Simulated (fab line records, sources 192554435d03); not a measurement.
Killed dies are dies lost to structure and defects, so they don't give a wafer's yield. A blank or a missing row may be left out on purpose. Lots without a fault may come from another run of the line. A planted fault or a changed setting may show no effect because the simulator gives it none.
Chamber matching | flow n5_finfet | N5_BEOL_M4_ETCHBACK_99 on rie_diel-06: 4 sister chambers
The step etches SiO2 in CHF3, target depth 5 nm, time 10.4 s. 16 wafers are shown with their chamber, then 8 later ones without.

WAFERS WITH THEIR CHAMBER
wafer  | chamber | showerhead_plenum_p_Torr (Torr) | rf_vpp_V (V) | drypump_motor_current_A (A)
L074.2 | 1       | 2.23                            | 237          | 5.9
L074.3 | 3       | 2.17                            | 232          | 6.1
L074.4 | 1       | 2.23                            | 236          | 5.9
L076.3 | 2       | 2.19                            | 243          | 5.7
L076.4 | 1       | 2.23                            | 238          | 5.9
L076.6 | 3       | 2.17                            | 229          | 6.0
L084.3 | 2       | 2.18                            | 244          | 5.7
L084.4 | 3       | 2.17                            | 231          | 6.0
L084.5 | 0       | 2.09                            | 256          | 5.6
L088.2 | 0       | 2.09                            | 256          | 5.6
L088.4 | 3       | 2.16                            | 229          | 6.1
L088.6 | 2       | 2.18                            | 243          | 5.6
L090.3 | 0       | 2.09                            | 257          | 5.6
L090.5 | 3       | 2.16                            | 230          | 6.0
L090.6 | 2       | 2.18                            | 243          | 5.6
L092.3 | 1       | 2.22                            | 238          | 5.9

SIGNATURES (means of the wafers above)
reading                  | chamber 0 | chamber 1 | chamber 2 | chamber 3 | scatter within a chamber
showerhead_plenum_p_Torr | 2.0900    | 2.2275    | 2.1825    | 2.1660    | 0.00474
rf_vpp_V                 | 256.33    | 237.25    | 243.25    | 230.20    | 0.956
drypump_motor_current_A  | 5.600     | 5.900     | 5.650     | 6.040     | 0.0428
Rule: a wafer's distance from a chamber is the root of the sum, over the readings, of the square of ((its reading less the chamber's mean) divided by the reading's scatter). The wafer belongs to the nearest chamber; if the next one is less than 2 further off, it can't be placed. The scatter: the root of (the sum of the squares of (reading less its chamber's mean) over the shown wafers, divided by (wafers less chambers)).

WAFERS WITHOUT THEIR CHAMBER
wafer  | showerhead_plenum_p_Torr (Torr) | rf_vpp_V (V) | drypump_motor_current_A (A)
L092.4 | 2.18                            | 243          | 5.6
L092.5 | 2.16                            | 230          | 6.0
L094.1 | 2.22                            | 237          | 5.9
L094.2 | 2.08                            | 257          | 5.5
L094.4 | 2.16                            | 232          | 6.0
L096.1 | 2.16                            | 230          | 6.0
L096.2 | 2.22                            | 239          | 5.9
L096.3 | 2.08                            | 255          | 5.5

WHICH CHAMBER EACH WENT THROUGH
wafer  | from the rows above | in truth
L092.4 | 2                   | 2
L092.5 | 3                   | 3
L094.1 | 1                   | 1
L094.2 | 0                   | 0
L094.4 | 3                   | 3
L096.1 | 3                   | 3
L096.2 | 1                   | 1
L096.3 | 0                   | 0
Placed correctly: 8 of 8. Can't be placed from these rows: 0. Placed wrongly: 0.
